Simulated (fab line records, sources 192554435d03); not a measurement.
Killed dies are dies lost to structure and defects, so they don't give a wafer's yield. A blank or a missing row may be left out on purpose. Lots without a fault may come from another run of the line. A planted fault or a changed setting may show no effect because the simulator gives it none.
Chamber matching | flow n5_finfet | N5_DUMMY_GATE_HM_OPEN_21 on rie_diel-01: 4 sister chambers
The step chemistry CH3F/O2, target SiNx, target depth 120 nm, time 171.4 s. 8 wafers are shown with their chamber, then 9 later ones without.

WAFERS WITH THEIR CHAMBER
wafer  | chamber | showerhead_plenum_p_Torr (Torr) | drypump_motor_current_A (A)
L077.3 | 2       | 1.97                            | 4.8
L084.1 | 3       | 2.07                            | 5.6
L084.2 | 2       | 1.96                            | 4.9
L085.5 | 3       | 2.07                            | 5.5
L085.6 | 0       | 2.15                            | 5.8
L089.1 | 1       | 2.03                            | 5.7
L089.4 | 1       | 2.03                            | 5.7
L089.6 | 0       | 2.15                            | 5.8

WAFERS WITHOUT THEIR CHAMBER
wafer  | showerhead_plenum_p_Torr (Torr) | drypump_motor_current_A (A)
L092.2 | 2.06                            | 5.5
L092.4 | 2.15                            | 5.8
L092.5 | 1.96                            | 4.9
L093.1 | 2.06                            | 5.6
L093.5 | 2.03                            | 5.7
L093.6 | 1.96                            | 4.8
L096.1 | 2.14                            | 5.8
L096.3 | 2.03                            | 5.7
L096.6 | 2.03                            | 5.7

WHICH CHAMBER EACH WENT THROUGH
wafer  | from the rows above | in truth
L092.2 | 3                   | 3
L092.4 | 0                   | 0
L092.5 | 2                   | 2
L093.1 | 3                   | 3
L093.5 | 1                   | 1
L093.6 | 2                   | 2
L096.1 | 0                   | 0
L096.3 | 1                   | 1
L096.6 | 1                   | 1
Placed correctly: 9 of 9. Can't be placed from these rows: 0. Placed wrongly: 0.
How it was worked out, from the rows above alone: a wafer's distance from a chamber is the root of the sum, over the readings, of the square of ((its reading less the chamber's mean) divided by the reading's scatter). The wafer belongs to the nearest chamber; if the next one is less than 2 further off, it can't be placed. A chamber's mean is the mean of its shown wafers. The scatter: the root of (the sum of the squares of (reading less its chamber's mean) over the shown wafers, divided by (wafers less chambers)).
